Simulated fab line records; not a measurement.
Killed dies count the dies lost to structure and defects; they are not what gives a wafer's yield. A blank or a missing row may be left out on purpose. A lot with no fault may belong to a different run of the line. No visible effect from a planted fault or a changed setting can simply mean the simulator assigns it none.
Matching of chambers | flow nandHarc | rieDiel-13 running NHARC_A_BONDPAD_DESCUM_11: 4 sister chambers
The step chemistry O2, time 3 s. 20 wafers are shown with their chamber, then 10 later ones without.

## EACH WAFER AND ITS CHAMBER
wafer  | chamber | showerheadPlenumPTorr (Torr) | oesProductAu (a.u.) | throttleValvePct (%)
L264.2 | 2       | 1.96                         | 1.006               | 11.309
L264.3 | 0       | 1.93                         | 1.035               | 11.327
L264.4 | 2       | 1.95                         | 1.003               | 11.299
L263.1 | 1       | 1.98                         | 0.999               | 11.314
L263.5 | 1       | 1.98                         | 1.000               | 11.313
L263.6 | 0       | 1.93                         | 1.021               | 11.309
L266.3 | 3       | 2.04                         | 1.041               | 11.309
L266.4 | 1       | 1.98                         | 0.991               | 11.308
L266.6 | 3       | 2.05                         | 1.038               | 11.325
L265.3 | 3       | 2.04                         | 1.027               | 11.298
L265.4 | 0       | 1.93                         | 1.018               | 11.310
L265.5 | 1       | 1.98                         | 1.005               | 11.303
L268.4 | 1       | 1.98                         | 1.001               | 11.310
L268.5 | 0       | 1.93                         | 1.005               | 11.323
L268.6 | 1       | 1.98                         | 0.999               | 11.309
L269.2 | 3       | 2.04                         | 1.012               | 11.303
L269.5 | 1       | 1.98                         | 1.011               | 11.286
L269.6 | 0       | 1.93                         | 1.006               | 11.300
L270.1 | 3       | 2.04                         | 1.034               | 11.303
L270.3 | 0       | 1.93                         | 1.018               | 11.325

SIGNATURES (means of the wafers above)
reading               | chamber 0 | chamber 1 | chamber 2 | chamber 3 | scatter within a chamber
showerheadPlenumPTorr | 1.9300    | 1.9800    | 1.9550    | 2.0420    | 0.00285
oesProductAu          | 1.01717   | 1.00086   | 1.00450   | 1.03040   | 0.00925
throttleValvePct      | 11.31567  | 11.30614  | 11.30400  | 11.30760  | 0.0101
Rule: distance of a wafer from a chamber = root of the sum over the readings of ((wafer's reading minus chamber's mean) / reading's scatter) squared. The wafer belongs to the nearest chamber; if the next one is less than 2 further off, it can't be placed. How the scatter is found: for the shown wafers, subtract from each reading the mean of its chamber, square and add these, divide the total by (wafers less chambers), then take the root.

## WAFERS WITH NO CHAMBER GIVEN
wafer  | showerheadPlenumPTorr (Torr) | oesProductAu (a.u.) | throttleValvePct (%)
L270.4 | 1.98                         | 1.013               | 11.317
L267.2 | 1.95                         | 1.006               | 11.316
L267.5 | 1.95                         | 0.993               | 11.323
L267.6 | 2.04                         | 1.028               | 11.312
L273.4 | 1.98                         | 0.999               | 11.317
L273.5 | 2.04                         | 1.004               | 11.323
L273.6 | 1.93                         | 1.007               | 11.300
L283.1 | 1.95                         | 1.010               | 11.298
L283.3 | 1.93                         | 1.015               | 11.308
L283.4 | 2.04                         | 1.003               | 11.306

## CHAMBER TAKEN BY EACH
wafer  | from the rows above | in truth
L270.4 | 1                   | 1
L267.2 | 2                   | 2
L267.5 | 2                   | 2
L267.6 | 3                   | 3
L273.4 | 1                   | 1
L273.5 | 3                   | 3
L273.6 | 0                   | 0
L283.1 | 2                   | 2
L283.3 | 0                   | 0
L283.4 | 3                   | 3
10 of 10 placed correctly. From these rows, 0 cannot be placed. Placed wrongly: 0.
